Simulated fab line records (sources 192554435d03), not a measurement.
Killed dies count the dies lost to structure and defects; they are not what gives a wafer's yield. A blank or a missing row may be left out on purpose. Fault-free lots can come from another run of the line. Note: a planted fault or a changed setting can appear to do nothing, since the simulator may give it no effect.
fab line records	flow n5-finfet
[record] lots = 24	wafers = 72	last-day = 18
route steps=1938 shown BEOL_M8@1365 BEOL_M9@1404
lots that met no fault: taken from a fault-free run of the same line
start-h: the number of hours between the record's first day and the start of the first shown wafer of the lot	wait-h: time in hours since the lot's previous step	" unchanged from the row above	L1.1+2: a single row standing in for several wafers	- no value present, or no start provided	* or withheld: withheld	< > ~ a bound
route shown NAME@n: NAME is a module with steps in the file, n the number in the route of the first one	usual: mean and standard deviation over wafers with no fault	same: alike in all rows	chamber/n: place in a boat	sites: each site's reading	_std_site: how widely they spread, as a standard deviation	_edge_site: inner sites' mean taken away from outer sites' mean	radius-mm: how far each site lies from the wafer's centre	mask NAME#n: copy n	behind: the most recent tool/chamber to have shaped the wafer	hold: why the lot went on hold/how many hours it stayed there/how the hold came to an end	device: the n, p or np transistor that did not switch	end of line: tests of these same wafers at the route's end	where a step has no rows: the recipe by itself	killed: at the first sort, the dies lost to defects and structure; wafer yield is something else	map: per-die view of a wafer (x killed, . not killed, _ where there is no die)
set.NAME: the setting as run; set.NAME@STEP: as run at that earlier step	model.NAME: the simulator's own value behind a step, which no gauge read
one table for each step of the route and one row for each wafer, over a sample of lots
services: the hour from which a tool's chamber was out of use, counted from the record's first day as start-h (under 0 if before that day), plus the number of hours and why
[[steps]]
[step N5_BEOL_M8_CD_MEAS_28]
[recipe] target-cd-nm = 40	landing-energy-ev = 500	detector = se-inlens
[usual] cd-nm = 40.04/0.25
lot.wafer	tool	chamber	start-h	wait-h	cd-nm
L075.1	cd-sem-02	0	206.99	-	39.54
L075.3	"	0	"	"	40.40
L075.6	"	0	"	"	40.15
L074.4	cd-sem-02	0	207.07	-	40.34
L074.5	"	0	"	"	39.89
L074.6	"	0	"	"	39.99
L076.3	cd-sem-01	0	211.43	-	40.26
L076.4	"	0	"	"	40.00
L076.6	"	0	"	"	39.97
L077.1	cd-sem-01	0	218.34	-	39.85
L077.2	"	0	"	"	39.98
L077.6	"	0	"	"	40.48
L078.3	cd-sem-01	0	221.15	-	40.18
L078.4	"	0	"	"	39.74
L078.5	"	0	"	"	40.40
L079.1	cd-sem-02	0	223.41	-	40.06
L079.4	"	0	"	"	40.06
L079.5	"	0	"	"	40.40
L080.2	cd-sem-02	0	230.77	-	39.97
L080.3	"	0	"	"	39.50
L080.5	"	0	"	"	39.73
L081.2	cd-sem-03	0	245.11	-	39.95
L081.3	"	0	"	"	40.32
L081.6	"	0	"	"	40.15
L082.1	cd-sem-02	0	248.08	-	40.11
L082.4	"	0	"	"	39.80
L082.5	"	0	"	"	40.19
L083.1	cd-sem-03	0	251.84	-	40.45
L083.3	"	0	"	"	39.76
L083.4	"	0	"	"	40.10
L084.1	cd-sem-02	0	260.60	-	40.37
L084.3	"	0	"	"	39.97
L084.6	"	0	"	"	40.19
L085.1	cd-sem-03	0	267.04	-	40.26
L085.4	"	0	"	"	40.16
L085.5	"	0	"	"	40.45
L086.3	cd-sem-02	0	271.92	-	39.69
L086.5	"	0	"	"	40.29
L086.6	"	0	"	"	39.91
L088.2	cd-sem-01	0	280.95	-	39.92
L088.3	"	0	"	"	40.47
L088.4	"	0	"	"	40.14
L089.2	cd-sem-03	0	282.31	-	40.11
L089.3	"	0	"	"	40.00
L089.4	"	0	"	"	39.35
L090.1	cd-sem-02	0	288.07	-	39.97
L090.3	"	0	"	"	40.07
L090.4	"	0	"	"	40.10
L087.1	cd-sem-02	0	288.24	-	39.89
L087.3	"	0	"	"	39.95
L087.5	"	0	"	"	39.77
L091.3	cd-sem-02	0	290.97	-	40.33
L091.4	"	0	"	"	39.80
L091.5	"	0	"	"	40.34
L092.4	cd-sem-03	0	328.23	-	39.83
L092.5	"	0	"	"	39.98
L092.6	"	0	"	"	40.18
L093.1	cd-sem-01	0	328.66	-	39.98
L093.4	"	0	"	"	40.17
L093.5	"	0	"	"	40.06
L097.2	cd-sem-03	0	329.78	-	39.85
L097.3	"	0	"	"	40.56
L097.5	"	0	"	"	40.30
L094.1	cd-sem-01	0	330.53	-	39.85
L094.2	"	0	"	"	39.86
L094.4	"	0	"	"	40.23
L095.2	cd-sem-01	0	337.56	-	39.87
L095.3	"	0	"	"	39.56
L095.6	"	0	"	"	39.60
L096.3	cd-sem-02	0	355.63	-	39.48
L096.4	"	0	"	"	39.80
L096.5	"	0	"	"	40.22
[step N5_BEOL_M8_STRIP_36]
[recipe] chemistry = N2/H2	power-w = 450	temp-c = 40	pressure-mtorr = 20	rf-frequency-hz = 6e+07	overash-fraction = 0.3	bias-power-w = 7	h2-frac = 0.5	n2-flow-sccm = 200	h2-flow-sccm = 200
[usual] drypump-motor-current-A = 5.7/0.47	oes-product-au = 0.79/0.092	rf-vpp-V = 59.4/1.5	showerhead-plenum-p-Torr = 2.60/0.056	throttle-valve-pct = 23.61/0.21
lot.wafer	tool	chamber	start-h	wait-h	drypump-motor-current-A	oes-product-au	rf-hours-counter-h	rf-vpp-V	showerhead-plenum-p-Torr	throttle-valve-pct
L075.1	rie-diel-03	1	207.35	0.0	5.3	0.84	49	58.8	2.57	23.46
L075.3	"	0	"	"	5.9	0.88	41	64.1	2.69	23.46
L075.6	"	3	"	"	5.2	0.70	-	58.7	2.63	23.86
L074.4	rie-diel-01	0	207.42	0.0	6.4	0.74	194	59.2	2.61	23.49
L074.5	"	2	"	"	5.2	0.94	-	61.2	2.58	23.58
L074.6	"	1	"	"	5.7	0.77	-	60.3	2.68	23.73
L076.3	rie-diel-01	1	211.82	0.0	5.7	0.75	121	60.3	2.68	23.76
L076.4	"	3	"	"	6.3	0.72	223	59.8	2.60	23.32
L076.6	"	1	"	"	5.7	0.77	-	57.3	2.68	23.73
L077.1	rie-diel-01	1	218.73	0.0	5.7	0.76	124	60.2	2.68	23.79
L077.2	"	3	"	"	6.3	0.72	226	60.3	2.60	23.33
L077.6	"	3	"	"	6.3	0.71	-	59.8	2.60	23.28
L078.3	rie-diel-01	3	221.51	0.0	6.3	0.72	226	57.7	2.60	23.32
L078.4	"	0	"	"	6.4	0.72	200	56.3	2.61	23.52
L078.5	"	0	"	"	6.4	0.72	-	57.4	2.61	23.52
L079.1	rie-diel-01	1	223.76	0.0	5.7	0.77	126	60.7	2.68	23.77
L079.4	"	0	"	"	6.4	0.73	201	59.7	2.61	23.49
L079.5	"	3	"	"	6.3	0.71	-	57.3	2.60	23.29
L080.2	rie-diel-03	2	231.12	0.0	5.3	0.66	242	59.7	2.62	23.69
L080.3	"	3	"	"	5.3	0.69	216	58.1	2.63	23.89
L080.5	"	3	"	"	5.3	0.69	-	57.7	2.63	23.89
L081.2	rie-diel-01	0	245.46	0.0	6.4	0.72	210	59.5	2.61	23.53
L081.3	"	2	"	"	5.2	0.90	26	58.4	2.58	23.60
L081.6	"	0	"	"	6.4	0.72	-	57.5	2.61	23.52
L082.1	rie-diel-01	1	248.77	0.0	5.7	0.75	136	59.8	2.68	23.77
L082.4	"	0	"	"	6.4	0.72	-	60.0	2.61	23.51
L082.5	"	2	"	"	5.2	0.90	-	58.7	2.58	23.59
L083.1	rie-diel-05	3	252.20	0.0	5.7	0.96	6	59.3	2.51	24.02
L083.3	"	0	"	"	6.5	0.72	227	59.9	2.61	23.55
L083.4	"	1	"	"	5.1	0.74	166	61.2	2.51	23.39
L084.1	rie-diel-01	1	261.07	0.0	5.7	0.75	144	58.8	2.67	23.81
L084.3	"	1	"	"	5.7	0.76	-	58.0	2.67	23.78
L084.6	"	0	"	"	6.4	0.71	-	62.7	2.60	23.55
L085.1	rie-diel-03	3	267.39	0.0	5.3	0.68	230	57.3	2.62	23.94
L085.4	"	1	"	"	5.3	0.82	-	59.5	2.56	23.48
L085.5	"	3	"	"	5.2	0.69	-	60.8	2.62	23.94
L086.3	rie-diel-05	3	272.48	0.0	5.7	0.92	15	58.9	2.50	24.03
L086.5	"	1	"	"	5.1	0.73	-	60.1	2.51	23.36
L086.6	"	0	"	"	6.4	0.71	-	59.2	2.60	23.54
L088.2	rie-diel-05	3	281.30	0.0	5.7	0.92	19	59.4	2.50	24.04
L088.3	"	0	"	"	6.5	0.70	240	59.9	2.60	23.56
L088.4	"	1	"	"	5.1	0.73	178	58.5	2.51	23.41
L089.2	rie-diel-03	0	283.17	0.0	5.8	0.85	70	62.9	2.68	23.49
L089.3	"	2	"	"	5.3	0.96	2	59.8	2.62	23.21
L089.4	"	3	"	"	5.2	0.66	237	58.3	2.62	23.94
L090.1	rie-diel-05	0	288.77	0.0	6.5	0.69	242	58.4	2.60	23.56
L090.3	"	2	"	"	5.9	0.87	27	57.2	2.59	23.62
L090.4	"	3	"	"	5.7	0.91	21	61.0	2.50	24.04
L087.1	rie-diel-05	0	289.17	0.0	6.5	0.69	242	57.9	2.60	23.55
L087.3	"	2	"	"	5.9	0.89	27	60.8	2.59	23.62
L087.5	"	0	"	"	6.4	0.69	-	58.7	2.60	23.53
L091.3	rie-diel-01	1	291.32	0.0	5.7	0.74	158	62.4	2.67	23.82
L091.4	"	1	"	"	5.7	0.73	-	58.8	2.67	23.81
L091.5	"	2	"	"	5.2	0.89	-	60.0	2.57	23.62
L092.4	rie-diel-05	3	328.93	0.0	5.7	0.89	38	60.2	2.49	24.07
L092.5	"	1	"	"	5.1	0.71	-	54.9	2.50	23.39
L092.6	"	0	"	"	6.4	1.00	-	57.4	2.60	23.21
L093.1	rie-diel-03	1	329.52	0.0	5.3	0.79	97	57.9	2.55	23.51
L093.4	"	0	"	"	5.9	0.83	-	58.2	2.67	23.51
L093.5	"	0	"	"	5.9	0.83	-	58.3	2.67	23.53
L097.2	rie-diel-01	1	330.13	0.0	5.7	0.72	175	58.0	2.66	23.82
L097.3	"	2	"	"	5.2	0.86	56	58.0	2.56	23.66
L097.5	"	2	"	"	5.2	0.87	-	56.8	2.56	23.63
L094.1	rie-diel-01	1	331.31	0.0	5.7	0.72	176	57.6	2.66	23.84
L094.2	"	0	"	"	6.3	0.69	241	59.1	2.59	23.58
L094.4	"	2	"	"	5.2	0.85	-	61.3	2.56	23.64
L095.2	rie-diel-05	3	338.07	0.0	5.7	0.88	41	60.3	2.49	24.06
L095.3	"	0	"	"	6.5	0.97	5	59.8	2.60	23.22
L095.6	"	2	"	"	6.0	0.85	-	59.5	2.58	23.62
L096.3	rie-diel-05	2	355.98	0.0	5.9	0.83	55	60.4	2.58	23.66
L096.4	"	1	"	"	5.1	0.70	202	57.1	2.50	23.41
L096.5	"	1	"	"	5.1	0.71	-	58.6	2.50	23.41
[step N5_BEOL_M8_OCD_MEAS_38]
[usual] trench-depth-nm = 93.1/1.3
lot.wafer	tool	chamber	start-h	wait-h	trench-depth-nm
L075.1	ocd-01	-	207.54	-	92.2
L075.3	"	-	"	"	92.8
L075.6	"	-	"	"	89.9
L074.4	ocd-02	-	207.62	-	92.9
L074.5	"	-	"	"	93.1
L074.6	"	-	"	"	93.0
L076.3	ocd-01	-	212.02	-	93.3
L076.4	"	-	"	"	94.2
L076.6	"	-	"	"	94.0
L077.1	ocd-01	-	218.92	-	93.9
L077.2	"	-	"	"	94.7
L077.6	"	-	"	"	93.7
L078.3	ocd-02	-	221.71	-	93.4
L078.4	"	-	"	"	91.6
L078.5	"	-	"	"	91.1
L079.1	ocd-02	-	223.96	-	93.0
L079.4	"	-	"	"	92.8
L079.5	"	-	"	"	94.1
L080.2	ocd-02	-	231.33	-	92.6
L080.3	"	-	"	"	89.9
L080.5	"	-	"	"	90.3
L081.2	ocd-01	-	245.66	-	93.7
L081.3	"	-	"	"	93.3
L081.6	"	-	"	"	92.1
L082.1	ocd-01	-	248.97	-	93.6
L082.4	"	-	"	"	92.9
L082.5	"	-	"	"	92.7
L083.1	ocd-02	-	252.40	-	95.9
L083.3	"	-	"	"	92.3
L083.4	"	-	"	"	93.9
L084.1	ocd-01	-	261.35	-	92.8
L084.3	"	-	"	"	93.5
L084.6	"	-	"	"	92.4
L085.1	ocd-01	-	267.59	-	90.1
L085.4	"	-	"	"	92.8
L085.5	"	-	"	"	90.4
L086.3	ocd-02	-	272.68	-	95.3
L086.5	"	-	"	"	93.1
L086.6	"	-	"	"	91.5
L088.2	ocd-01	-	281.50	-	95.0
L088.3	"	-	"	"	92.3
L088.4	"	-	"	"	93.2
L089.2	ocd-01	-	283.37	-	91.6
L089.3	"	-	"	"	96.9
L089.4	"	-	"	"	90.0
L090.1	ocd-02	-	288.97	-	91.3
L090.3	"	-	"	"	93.1
L090.4	"	-	"	"	94.2
L087.1	ocd-02	-	289.37	-	92.1
L087.3	"	-	"	"	92.9
L087.5	"	-	"	"	92.6
L091.3	ocd-01	-	291.52	-	93.5
L091.4	"	-	"	"	93.3
L091.5	"	-	"	"	91.9
L092.4	ocd-01	-	329.13	-	94.9
L092.5	"	-	"	"	93.4
L092.6	"	-	"	"	92.6
L093.1	ocd-02	-	329.80	-	92.7
L093.4	"	-	"	"	93.9
L093.5	"	-	"	"	92.4
L097.2	ocd-02	-	330.33	-	94.0
L097.3	"	-	"	"	92.4
L097.5	"	-	"	"	92.8
L094.1	ocd-01	-	331.51	-	93.5
L094.2	"	-	"	"	92.0
L094.4	"	-	"	"	93.6
L095.2	ocd-02	-	338.27	-	96.0
L095.3	"	-	"	"	94.6
L095.6	"	-	"	"	94.0
L096.3	ocd-02	-	356.18	-	93.2
L096.4	"	-	"	"	94.1
L096.5	"	-	"	"	93.9
[step N5_BEOL_M8_ANNEAL_51]
[recipe] temp-c = 225	time-s = 90	ambient = N2
[usual] wafer_temp_C_max = 225.83/0.27
lot.wafer	tool	chamber	start-h	wait-h	wafer_temp_C_max
L074.4	rtp-anneal-01	0	210.61	1.1	225.98
L074.5	"	0	"	"	226.04
L074.6	"	0	"	"	226.17
L075.1	rtp-anneal-01	0	210.74	1.1	225.73
L075.3	"	0	"	"	225.61
L075.6	"	0	"	"	225.90
L076.3	rtp-anneal-01	0	213.79	0.1	226.24
L076.4	"	0	"	"	226.59
L076.6	"	0	"	"	225.67
L077.1	rtp-anneal-02	0	222.60	0.1	225.52
L077.2	"	0	"	"	225.57
L077.6	"	0	"	"	225.19
L078.3	rtp-anneal-02	0	223.28	0.1	225.59
L078.4	"	0	"	"	225.74
L078.5	"	0	"	"	225.85
L079.1	rtp-anneal-02	0	226.96	0.1	225.97
L079.4	"	0	"	"	225.66
L079.5	"	0	"	"	225.51
L080.2	rtp-anneal-01	0	234.81	0.2	226.07
L080.3	"	0	"	"	225.87
L080.5	"	0	"	"	225.74
L081.2	rtp-anneal-01	0	247.22	0.1	225.60
L081.3	"	0	"	"	226.14
L081.6	"	0	"	"	225.89
L082.1	rtp-anneal-02	0	250.84	0.5	225.66
L082.4	"	0	"	"	225.78
L082.5	"	0	"	"	225.39
L083.1	rtp-anneal-02	0	253.96	0.2	225.91
L083.3	"	0	"	"	225.68
L083.4	"	0	"	"	225.74
L084.1	rtp-anneal-02	0	263.54	0.2	225.91
L084.3	"	0	"	"	225.74
L084.6	"	0	"	"	225.79
L085.1	rtp-anneal-02	0	269.28	0.3	225.37
L085.4	"	0	"	"	225.75
L085.5	"	0	"	"	225.40
L086.3	rtp-anneal-02	0	276.08	1.9	225.90
L086.5	"	0	"	"	225.56
L086.6	"	0	"	"	225.80
L088.2	rtp-anneal-01	0	283.20	0.1	226.31
L088.3	"	0	"	"	225.60
L088.4	"	0	"	"	225.96
L089.2	rtp-anneal-01	0	286.40	0.1	225.83
L089.3	"	0	"	"	225.94
L089.4	"	0	"	"	225.81
L090.1	rtp-anneal-02	0	291.11	0.3	225.93
L090.3	"	0	"	"	225.66
L090.4	"	0	"	"	225.52
L087.1	rtp-anneal-02	0	292.24	0.1	225.74
L087.3	"	0	"	"	225.69
L087.5	"	0	"	"	225.79
L091.3	rtp-anneal-01	0	293.44	0.6	225.65
L091.4	"	0	"	"	226.13
L091.5	"	0	"	"	226.08
L092.4	rtp-anneal-01	0	331.97	0.2	226.37
L092.5	"	0	"	"	225.73
L092.6	"	0	"	"	226.04
L093.1	rtp-anneal-01	0	332.25	0.1	226.13
L093.4	"	0	"	"	226.23
L093.5	"	0	"	"	225.86
L097.2	rtp-anneal-01	0	332.66	0.1	225.76
L097.3	"	0	"	"	226.30
L097.5	"	0	"	"	226.43
L094.1	rtp-anneal-01	0	334.10	0.5	225.80
L094.2	"	0	"	"	225.89
L094.4	"	0	"	"	225.76
L095.2	rtp-anneal-01	0	339.92	0.1	225.93
L095.3	"	0	"	"	225.53
L095.6	"	0	"	"	226.13
L096.3	rtp-anneal-01	0	357.68	0.1	225.93
L096.4	"	0	"	"	225.90
L096.5	"	0	"	"	226.16
[step N5_BEOL_M8_INSPECT_58]
[recipe] inspect-instrument = darkfield	mode = post-dep
[usual] raw-defect-count = 69/22
lot.wafer	tool	chamber	start-h	wait-h	raw-defect-count
L074.4	defect-inspect-01	-	211.22	0.0	54
L074.5	"	-	"	"	47
L074.6	"	-	"	"	59
L075.1	defect-inspect-02	-	211.54	0.0	62
L075.3	"	-	"	"	78
L075.6	"	-	"	"	54
L076.3	defect-inspect-02	-	214.45	0.0	91
L076.4	"	-	"	"	100
L076.6	"	-	"	"	46
L077.1	defect-inspect-02	-	223.35	0.0	69
L077.2	"	-	"	"	57
L077.6	"	-	"	"	94
L078.3	defect-inspect-02	-	223.94	0.0	55
L078.4	"	-	"	"	70
L078.5	"	-	"	"	97
L079.1	defect-inspect-02	-	227.89	0.0	69
L079.4	"	-	"	"	58
L079.5	"	-	"	"	71
L080.2	defect-inspect-02	-	235.51	0.0	69
L080.3	"	-	"	"	73
L080.5	"	-	"	"	64
L081.2	defect-inspect-02	-	247.92	0.0	156
L081.3	"	-	"	"	107
L081.6	"	-	"	"	105
L082.1	defect-inspect-02	-	251.59	0.0	65
L082.4	"	-	"	"	47
L082.5	"	-	"	"	53
L083.1	defect-inspect-02	-	254.70	0.0	70
L083.3	"	-	"	"	50
L083.4	"	-	"	"	77
L084.1	defect-inspect-01	-	264.29	0.0	51
L084.3	"	-	"	"	41
L084.6	"	-	"	"	85
L085.1	defect-inspect-01	-	270.03	0.0	69
L085.4	"	-	"	"	81
L085.5	"	-	"	"	49
L086.3	defect-inspect-01	-	276.74	0.0	86
L086.5	"	-	"	"	71
L086.6	"	-	"	"	75
L088.2	defect-inspect-01	-	283.90	0.0	61
L088.3	"	-	"	"	64
L088.4	"	-	"	"	35
L089.2	defect-inspect-01	-	287.10	0.0	69
L089.3	"	-	"	"	91
L089.4	"	-	"	"	74
L090.1	defect-inspect-02	-	291.86	0.0	65
L090.3	"	-	"	"	36
L090.4	"	-	"	"	51
L087.1	defect-inspect-02	-	292.99	0.0	44
L087.3	"	-	"	"	41
L087.5	"	-	"	"	64
L091.3	defect-inspect-02	-	294.10	0.0	109
L091.4	"	-	"	"	84
L091.5	"	-	"	"	59
L092.4	defect-inspect-01	-	332.58	0.0	86
L092.5	"	-	"	"	44
L092.6	"	-	"	"	99
L093.1	defect-inspect-01	-	333.00	0.0	86
L093.4	"	-	"	"	68
L093.5	"	-	"	"	67
L097.2	defect-inspect-02	-	333.36	0.0	79
L097.3	"	-	"	"	48
L097.5	"	-	"	"	53
L094.1	defect-inspect-02	-	334.85	0.0	49
L094.2	"	-	"	"	65
L094.4	"	-	"	"	75
L095.2	defect-inspect-02	-	340.62	0.0	48
L095.3	"	-	"	"	70
L095.6	"	-	"	"	57
L096.3	defect-inspect-02	-	358.46	0.0	66
L096.4	"	-	"	"	97
L096.5	"	-	"	"	49
[step N5_BEOL_M9_PECVD_70]
[recipe] material = SiO2	target-thk-a = 200	temp-c = 400	precursor = TEOS/O2	pressure-torr = 5.5	rf-w = 450	teos-flow-sccm = 53.8	gas = O2	flow-sccm = 3000	time-s = 22.7
[usual] chamber-pressure-Torr = 5.498/0.012	heater-power-w = 666/78	showerhead-plenum-p-Torr = 8.78/0.057	throttle-valve-pct = 22.2/1.4
lot.wafer	tool	chamber	start-h	wait-h	chamber-pressure-Torr	heater-power-w	showerhead-plenum-p-Torr	throttle-valve-pct
L074.4	pecvd-03	1	211.90	0.1	5.480	863	8.79	25.3
L074.5	"	0	"	"	5.485	572	8.79	22.3
L074.6	"	2	"	"	5.513	750	8.72	21.2
L075.1	pecvd-04	0	212.20	0.0	5.491	610	8.79	20.9
L075.3	"	1	"	"	5.492	676	8.70	21.9
L075.6	"	1	"	"	5.498	660	8.67	21.5
L076.3	pecvd-04	1	215.13	0.1	5.514	637	8.68	21.5
L076.4	"	0	"	"	5.473	588	8.79	21.0
L076.6	"	1	"	"	5.502	626	8.69	21.7
L077.1	pecvd-02	0	224.06	0.0	5.501	809	8.87	23.5
L077.2	"	2	"	"	5.497	697	8.79	21.1
L077.6	"	2	"	"	5.486	684	8.76	21.2
L078.3	pecvd-04	1	224.65	0.1	5.509	691	8.68	21.6
L078.4	"	0	"	"	5.480	654	8.83	20.9
L078.5	"	0	"	"	5.493	492	8.77	21.1
L079.1	pecvd-03	2	228.55	0.0	5.494	658	8.72	21.2
L079.4	"	1	"	"	5.506	719	8.82	25.0
L079.5	"	0	"	"	5.476	594	8.80	22.5
L080.2	pecvd-03	2	236.29	0.0	5.506	624	8.73	21.2
L080.3	"	1	"	"	5.493	876	8.84	24.9
L080.5	"	2	"	"	5.500	616	8.73	21.3
L081.2	pecvd-04	2	248.58	0.0	5.504	667	8.84	20.5
L081.3	"	1	"	"	5.497	616	8.68	21.8
L081.6	"	0	"	"	5.489	559	8.79	21.3
L082.1	pecvd-04	2	252.25	0.0	5.493	643	8.86	20.6
L082.4	"	0	"	"	5.513	547	8.81	21.1
L082.5	"	1	"	"	5.505	565	8.68	21.6
L083.1	pecvd-04	0	255.37	0.0	5.492	635	8.82	21.2
L083.3	"	1	"	"	5.519	646	8.68	21.5
L083.4	"	1	"	"	5.505	642	8.70	22.0
L084.1	pecvd-02	1	264.95	0.0	5.482	681	8.74	24.7
L084.3	"	0	"	"	5.520	733	8.85	23.5
L084.6	"	2	"	"	5.504	663	8.78	21.3
L085.1	pecvd-04	0	270.69	0.0	5.497	561	8.81	21.1
L085.4	"	2	"	"	5.500	690	8.84	20.7
L085.5	"	1	"	"	5.491	640	8.70	21.9
L086.3	pecvd-02	1	277.40	0.0	5.498	706	8.76	24.8
L086.5	"	2	"	"	5.502	672	8.75	21.4
L086.6	"	1	"	"	5.494	692	8.74	24.4
L088.2	pecvd-04	0	284.56	0.0	5.477	544	8.81	21.2
L088.3	"	1	"	"	5.494	637	8.67	21.5
L088.4	"	0	"	"	5.491	552	8.80	21.1
L089.2	pecvd-04	2	287.76	0.0	5.500	672	8.84	21.0
L089.3	"	0	"	"	5.494	580	8.81	21.1
L089.4	"	2	"	"	5.503	674	8.82	20.8
L090.1	pecvd-02	0	292.52	0.0	5.491	682	8.86	23.4
L090.3	"	2	"	"	5.484	672	8.77	21.8
L090.4	"	1	"	"	5.513	637	8.76	24.5
L087.1	pecvd-04	1	293.65	0.0	5.509	646	8.69	22.1
L087.3	"	2	"	"	5.494	690	8.85	20.9
L087.5	"	2	"	"	5.509	694	8.82	20.9
L091.3	pecvd-03	1	294.78	0.0	5.499	762	8.84	25.3
L091.4	"	0	"	"	5.511	555	8.77	22.7
L091.5	"	1	"	"	5.527	804	8.81	24.9
L092.4	pecvd-04	2	333.32	0.1	5.503	708	8.83	20.9
L092.5	"	0	"	"	5.482	636	8.80	21.2
L092.6	"	1	"	"	5.463	622	8.68	21.7
L093.1	pecvd-03	0	333.67	0.0	5.487	597	8.78	22.6
L093.4	"	0	"	"	5.498	615	8.80	22.6
L093.5	"	2	"	"	5.506	691	8.72	21.5
L097.2	pecvd-02	1	334.03	0.0	5.512	590	8.73	24.5
L097.3	"	0	"	"	5.501	743	8.86	23.4
L097.5	"	1	"	"	5.511	615	8.77	24.4
L094.1	pecvd-03	1	335.51	0.0	5.500	805	8.82	24.8
L094.2	"	0	"	"	5.492	618	8.80	22.7
L094.4	"	0	"	"	5.472	646	8.79	22.7
L095.2	pecvd-03	2	341.29	0.0	5.497	758	8.71	21.3
L095.3	"	0	"	"	5.498	583	8.78	22.6
L095.6	"	1	"	"	5.498	788	8.83	25.1
L096.3	pecvd-03	2	359.13	0.0	5.495	749	8.73	21.4
L096.4	"	0	"	"	5.497	620	8.78	22.6
L096.5	"	1	"	"	5.502	810	8.81	24.9
[[services]]
tool	chamber	start-h	hours	kind
pecvd-02	2	186.39	16.3	repair
rie-diel-05	2	202.05	-	clean
rie-diel-05	2	202.05	-	consumable-replace:focus-ring
rie-diel-05	2	202.05	14.4	scheduled-down
rie-diel-05	2	202.05	14.4	vent-cycle
pecvd-04	2	202.38	-	clean
pecvd-04	2	202.38	-	consumable-replace:showerhead
pecvd-04	2	202.38	29.0	scheduled-down
pecvd-04	2	202.38	29.0	vent-cycle
pecvd-04	-	206.89	0.8	repair
rie-diel-05	3	216.48	-	clean
rie-diel-05	-	228.13	0.4	repair
rie-diel-01	3	235.05	61.9	repair
pecvd-03	-	252.74	1.0	repair
rie-diel-05	2	271.67	4.7	repair
rtp-anneal-01	-	272.61	3.5	pm
rie-diel-01	0	275.58	5.2	repair
rie-diel-05	1	291.08	6.5	repair
rie-diel-03	1	302.27	7.5	repair
rie-diel-01	0	317.42	11.6	repair
rie-diel-01	3	320.48	100.8	repair
rie-diel-03	2	326.80	3.5	repair
rie-diel-05	1	347.17	6.4	repair
pecvd-02	2	356.25	2.6	repair
[[key]]
fault none
